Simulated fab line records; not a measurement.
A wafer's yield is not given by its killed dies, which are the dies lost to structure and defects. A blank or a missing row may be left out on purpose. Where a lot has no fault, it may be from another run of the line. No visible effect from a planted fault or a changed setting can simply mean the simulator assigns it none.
Chamber matching | flow nand-harc | 4 sister chambers for NHARC_A_WL_FILL_ALD_02 on ald-metal-04
The step deposits TiN, target thk 2 nm, pulse time 3 s, ald cycles 100. 8 wafers are shown with their chamber, then 11 later ones without.

== EACH WAFER AND ITS CHAMBER ==
wafer  | chamber | heater-power-w (W) | precursor-pulse-height-rel
L080.2 | 0       | 1075               | 0.996
L080.4 | 2       | 1017               | 0.984
L084.1 | 0       | 1093               | 0.988
L084.3 | 3       | 1167               | 0.985
L086.2 | 3       | 1133               | 1.022
L086.4 | 2       | 1017               | 1.022
L086.6 | 1       | 1157               | 1.009
L087.1 | 1       | 1127               | 1.008

== WAFERS WITH NO CHAMBER GIVEN ==
wafer  | heater-power-w (W) | precursor-pulse-height-rel
L087.2 | 1193               | 0.966
L087.6 | 1132               | 1.008
L090.1 | 1154               | 0.960
L090.2 | 1132               | 0.984
L090.3 | 1021               | 1.007
L093.3 | 1106               | 0.992
L093.5 | 1133               | 0.993
L093.6 | 1153               | 0.986
L096.4 | 1121               | 0.998
L096.5 | 1098               | 0.999
L096.6 | 1136               | 1.002

== WHICH CHAMBER EACH WENT THROUGH ==
wafer  | from the rows above          | in truth
L087.2 | can't be placed: 3 or 1      | 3
L087.6 | can't be placed: 1 or 3      | 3
L090.1 | can't be placed: 3 or 1      | 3
L090.2 | can't be placed: 1 or 3 or 0 | 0
L090.3 | 2                            | 2
L093.3 | can't be placed: 0 or 1 or 3 | 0
L093.5 | can't be placed: 1 or 3 or 0 | 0
L093.6 | can't be placed: 3 or 1      | 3
L096.4 | can't be placed: 1 or 3 or 0 | 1
L096.5 | can't be placed: 0 or 1      | 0
L096.6 | can't be placed: 1 or 3      | 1
Correctly placed: 1 of 11. Not placeable from these rows: 10 (in 10, the candidates include the true chamber). Wrongly placed: 0.
How it was worked out, from the rows above alone: a wafer's distance from a chamber is the root of the sum, over the readings, of the square of ((its reading less the chamber's mean) divided by the reading's scatter). The wafer belongs to the nearest chamber; if the next one is less than 2 further off, it can't be placed. The mean given for a chamber averages the wafers shown for that chamber. The scatter: the root of (the sum of the squares of (reading less its chamber's mean) over the shown wafers, divided by (wafers less chambers)).
